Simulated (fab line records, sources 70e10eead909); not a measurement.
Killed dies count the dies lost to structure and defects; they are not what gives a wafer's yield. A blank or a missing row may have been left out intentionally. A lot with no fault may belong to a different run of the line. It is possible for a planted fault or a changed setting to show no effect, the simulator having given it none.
2 desks, one fault | flow nandHarc | each desk holds nothing but its own numbers, with what lay behind them at the end

THE TOOL OWNER'S DESK: rieDiel-03
The tool's own readings at NHARC_P_ZERO_WELL_DESCUM_26 (chemistry O2, time 3 s): means of the sampled wafers that have a number, for each lot that ran on this tool. If a lot's mean is further than 4 standard deviations from the usual mean, the lot is out of limits and carries the mark OUT (the distance appears in the brackets).
Columns: A = drypumpMotorCurrentA at NHARC_P_ZERO_WELL_DESCUM_26, usual 5.7 A; B = oesProductAu at NHARC_P_ZERO_WELL_DESCUM_26, usual 1.000 a.u.; C = rfVppV at NHARC_P_ZERO_WELL_DESCUM_26, usual 57.9 V; D = runLengthS at NHARC_P_ZERO_WELL_DESCUM_26, usual 23.8 s; E = showerheadPlenumPTorr at NHARC_P_ZERO_WELL_DESCUM_26, usual 1.95 Torr; F = throttleValvePct at NHARC_P_ZERO_WELL_DESCUM_26, usual 11.311 %
lot  | first seen here | A   | B     | C    | D    | E    | F
L919 | day 4 02:29     | 5.9 | 0.993 | 57.3 | 24.2 | 1.95 | 11.314
L922 | day 4 20:40     | 5.7 | 0.992 | 59.3 | 23.5 | 1.98 | 11.319
Finding of this desk: none of the 2 lots has anything out of limits.

AT THE METROLOGY DESK
Lot by lot, what the gauges showed, no matter which tool ran the lot: averages of those sampled wafers that carry a number. If a lot's mean is further than 4 standard deviations from the usual mean, the lot is out of limits and carries the mark OUT (the distance appears in the brackets).
Columns: A = trenchDepthNm at NHARC_P_STI_OCD_MEAS_43, usual 299 nm; B = trenchFootCdNm at NHARC_P_STI_OCD_MEAS_43, usual 159 nm
lot  | first seen here | A   | B
L909 | day 2 16:19     | 298 | 155
L910 | day 2 16:28     | 302 | 160
L911 | day 3 00:31     | 298 | 157
L913 | day 3 11:31     | 302 | 158
L912 | day 3 11:46     | 295 | 156
L918 | day 4 18:16     | 299 | 161
L919 | day 4 23:52     | 299 | 154
L922 | day 5 19:44     | 297 | 157
L926 | day 6 18:58     | 295 | 158
L929 | day 7 08:39     | 300 | 164
L931 | day 8 00:11     | 295 | 160
L932 | day 8 05:58     | 295 | 159
Finding of this desk: none of the 12 lots has anything out of limits.

TAKEN TOGETHER
Nothing out of limits was seen by the tool owner's desk.
At the metrology desk, nothing out of limits was observed.

WHAT THE SIMULATOR HAD PUT IN
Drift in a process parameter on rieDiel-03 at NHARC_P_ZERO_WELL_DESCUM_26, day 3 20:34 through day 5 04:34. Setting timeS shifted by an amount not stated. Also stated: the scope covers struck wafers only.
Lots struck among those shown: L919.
